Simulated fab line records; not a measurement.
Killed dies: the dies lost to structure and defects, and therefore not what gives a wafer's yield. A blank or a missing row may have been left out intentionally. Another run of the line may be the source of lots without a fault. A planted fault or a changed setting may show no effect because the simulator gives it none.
Split-lot trial -- flow n5_finfet -- 21 wafers read across 7 lots, on a route 1938 steps long

## THE SPLIT
At N5_BEOL_M15_PEB_26 (peb time 90 s), the setting peb_temp_c was moved away from the recipe's 130 C on 6 of the 21 wafers read, by -1.8% to +2.8%. The other wafers ran this setting at the recipe's value.

## FROM THE SPLIT TO THE READING: what the file shows between them, 2 steps
- N5_BEOL_M15_DEVELOP_27: develop time 45 s
- N5_BEOL_M15_HARDBAKE_32: time 120 s

## THE READING
cd_nm (nm) at N5_BEOL_M15_CD_MEAS_28, where the cd target is 407.6 nm. On this fab line, fault-free wafers typically give 407.7 nm with a standard deviation of 2 nm.

wafer,"tool, chamber at the split","peb_temp_c as run, C",against the recipe,"cd_nm, nm",against lot-mates on the recipe
L077.1,"litho_track-04, 0",130,recipe,406.6,-
L077.4,"litho_track-04, 0",130,recipe,405.3,-
L077.5,"litho_track-04, 0",130,recipe,405.8,-
L081.1,"litho_track-02, 0",130,recipe,406.4,-
L081.3,"litho_track-02, 0",130,recipe,406.3,-
L081.6,"litho_track-02, 0",130,recipe,407.9,-
L084.1,"litho_track-03, 0",128,-1.5%,398.1,-8.4
L084.4,"litho_track-03, 0",128,-1.5%,395.9,-10.6
L084.6,"litho_track-03, 0",130,recipe,406.5,-
L083.1,"litho_track-04, 0",130,recipe,408.1,-
L083.2,"litho_track-04, 0",133.6,+2.8%,423.0,+14.6
L083.4,"litho_track-04, 0",130,recipe,408.6,-
L089.3,"litho_track-04, 0",130,recipe,408.8,-
L089.4,"litho_track-04, 0",130,recipe,407.8,-
L089.5,"litho_track-04, 0",133.6,+2.8%,421.9,+13.6
L093.1,"litho_track-04, 0",127.6,-1.8%,397.5,-10.4
L093.5,"litho_track-04, 0",130,recipe,407.6,-
L093.6,"litho_track-04, 0",130,recipe,408.2,-
L095.4,"litho_track-02, 0",130,recipe,408.4,-
L095.5,"litho_track-02, 0",130,recipe,410.8,-
L095.6,"litho_track-02, 0",131,+0.8%,412.8,+3.2

THE FIT
A straight line over all 21 wafers: cd_nm changes by +5.73 nm for each +1% of peb_temp_c; r = +0.98; the points scatter about the line by 1.4 nm.
The same after taking each lot's own level away (the mean of its wafers on the recipe; 21 wafers): +5.38 nm for each +1%; r = +0.99; scatter 0.83 nm.
According to that fit, moving peb_temp_c by its largest amount changes the reading by 15 nm.
From 405.90 to 409.60 nm: that is the span of the lots' own levels, equal to 1.8 times the standard deviation above.
Hence the lot-to-lot level has little effect on the slope; both slopes agree.
Check: with one of the wafers moved furthest among these (+2.8%) left out of the fit, the line predicts +14.6 nm for it against its lot-mates. It came out at +14.6 nm against them.

## THE WHOLE CHAIN: every reading that the file lists as answering this split, in the file's order
step,what it does,reading,change (the file's fit),r (the file's)
N5_BEOL_M15_CD_MEAS_28,target cd 407.6 nm,cd_nm,+5.29 nm for each +1% of the setting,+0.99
N5_BEOL_M15_DESCUM_33,"chemistry O2, time 7.9 s","BEOL_M15.cd_nm (the simulator's own value, which no gauge read)",+5.21 nm for each +1% of the setting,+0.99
N5_BEOL_M15_ETCH_61,"etches BARC in N2/H2, target depth 89 nm, overetch 26.7 nm, time 67.9 s","BEOL_M15.cd_nm (the simulator's own value, which no gauge read)",+5.49 nm for each +1% of the setting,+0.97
N5_BEOL_M15_TRENCH_ETCH_34,"etches SiO2 in C4F8/O2/Ar, target depth 872.93 nm, time 199 s","BEOL_M15.cd_nm (the simulator's own value, which no gauge read)",+5.41 nm for each +1% of the setting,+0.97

## FILE'S OWN FIT
cd_nm changes by +5.29 nm for each +1% of peb_temp_c, r = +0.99.
